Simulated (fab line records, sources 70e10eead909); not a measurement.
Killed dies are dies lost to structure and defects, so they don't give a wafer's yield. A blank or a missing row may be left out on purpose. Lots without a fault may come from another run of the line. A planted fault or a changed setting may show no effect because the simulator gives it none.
A struck lot beside a sound one | flow nand_harc | 14 steps out of a route of 1302
Sound: wafers L127.2, L127.3, L127.5. Struck: wafer L138.4. (L138.1 of the same lot was not struck and is left out.) The cause comes at the end.
At each step with rows: each side's tool, then ch and its chambers, then its first start. Under that, the readings that differ: sound wafers | struck wafers | difference of the means | sigmas: that difference in standard deviations of wafers without a fault.
alike: readings whose means differ by less than 2 such deviations, and words and numbers that are the same on both sides. not compared: withheld readings, readings that some wafer has no value for, bounds like >300 that may hide the same value, and numbers for which the record gives no deviation and whose values overlap.
The two part at a step that has a row with sigmas, a row that says differs or no value, or rows on one side only. Numbers that don't overlap but have no deviation are shown without sigmas and don't part them. A reading that every wafer of one side lacks parts them only if that side has two wafers or more.

first, 5 steps without rows for these wafers: NHARC_P_GATE_SOFTBAKE_21 (time 55 s); NHARC_P_GATE_EBR_22; NHARC_P_GATE_EXPOSE_23 (exposes mask P GATE, target cd 120 nm); NHARC_P_GATE_PEB_24 (peb time 65 s); NHARC_P_GATE_DEVELOP_25 (develop time 35 s).
NHARC_P_GATE_CD_MEAS_26: target cd 120 nm.
  sound on cd_sem-01 ch 0, day 7 14:58; struck on cd_sem-01 ch 0, day 12 07:04
  alike: cd_nm
NHARC_P_GATE_OVL_MEAS_27:
  sound on overlay-02, day 7 15:03; struck on overlay-02, day 12 07:10
  alike: overlay_x_nm, overlay_y_nm
NHARC_P_GATE_INSPECT_28:
  sound on defect_inspect-01, day 7 15:05; struck on defect_inspect-02, day 12 07:12
  reading          | sound | struck | difference | sigmas
  raw_defect_count | 8 5 3 | 13     | +8         | +3
NHARC_P_GATE_DESCUM_31: chemistry O2, time 3 s.
  sound on rie_diel-02 ch 0,3, day 7 15:09; struck on rie_diel-06 ch 2, day 12 07:16
  alike: drypump_motor_current_A, oes_product_au, rf_vpp_V, showerhead_plenum_p_Torr, throttle_valve_pct
  not compared: rf_hours_counter_h
NHARC_P_GATE_ETCH_104: etches the open film in CF4/CHF3, target depth 60 nm.
  sound on rie_diel-02 ch 0,1,3, day 7 15:14; struck on rie_diel-06 ch 1, day 12 07:20
  reading                         | sound          | struck | difference | sigmas
  showerhead_plenum_p_Torr (Torr) | 1.67 1.61 1.63 | 1.49   | -0.15      | -2
  alike: drypump_motor_current_A, oes_product_au, rf_fwd_power_W, rf_vpp_V, throttle_valve_pct
NHARC_P_GATE_HM_OPEN_105: chemistry O2/COS, target depth 360 nm.
  sound on rie_diel-02 ch 0,1,2; struck on rie_diel-06 ch 2
  alike: drypump_motor_current_A, oes_product_au, rf_fwd_power_W, rf_vpp_V, showerhead_plenum_p_Torr, throttle_valve_pct
  not compared: rf_hours_counter_h
then, 1 step without rows for these wafers: NHARC_P_GATE_STRIP_106 (strips in O2/COS).
NHARC_P_GATE_ETCH_114: etches the open film in CF4/O2, target depth 30 nm, overetch 3 nm, time 16.5 s.
  sound on rie_diel-02 ch 0,1, day 7 15:00; struck on rie_diel-06 ch 2, day 12 07:00
  reading                | sound                | struck | difference | sigmas
  oes_product_au (a.u.)  | 0.994 0.998 1.014    | 0.897  | -0.105     | -10
  rf_fwd_power_W (W)     | 293.9 293.7 295.7    | 291.2  | -3.2       | -3
  throttle_valve_pct (%) | 13.404 13.411 13.401 | 13.388 | -0.017     | -2
  alike: drypump_motor_current_A, rf_vpp_V, showerhead_plenum_p_Torr
  not compared: rf_hours_counter_h
NHARC_P_GATE_ETCH_32: etches the open film in HBr/Cl2, target depth 150 nm, time 100.1 s.
  sound on rie_si-03 ch 0,1, day 7 15:37; struck on rie_si-02 ch 0, day 12 07:43
  reading               | sound             | struck | difference | sigmas
  oes_product_au (a.u.) | 1.006 1.018 1.009 | 0.984  | -0.027     | -3
  alike: drypump_motor_current_A, hbr_flow_sccm, rf_fwd_power_W, throttle_valve_pct
  not compared: rf_hours_counter_h

WHERE THEY PART
First at NHARC_P_GATE_INSPECT_28; last, within this record, at NHARC_P_GATE_ETCH_32.

WHY: what the simulator had put in
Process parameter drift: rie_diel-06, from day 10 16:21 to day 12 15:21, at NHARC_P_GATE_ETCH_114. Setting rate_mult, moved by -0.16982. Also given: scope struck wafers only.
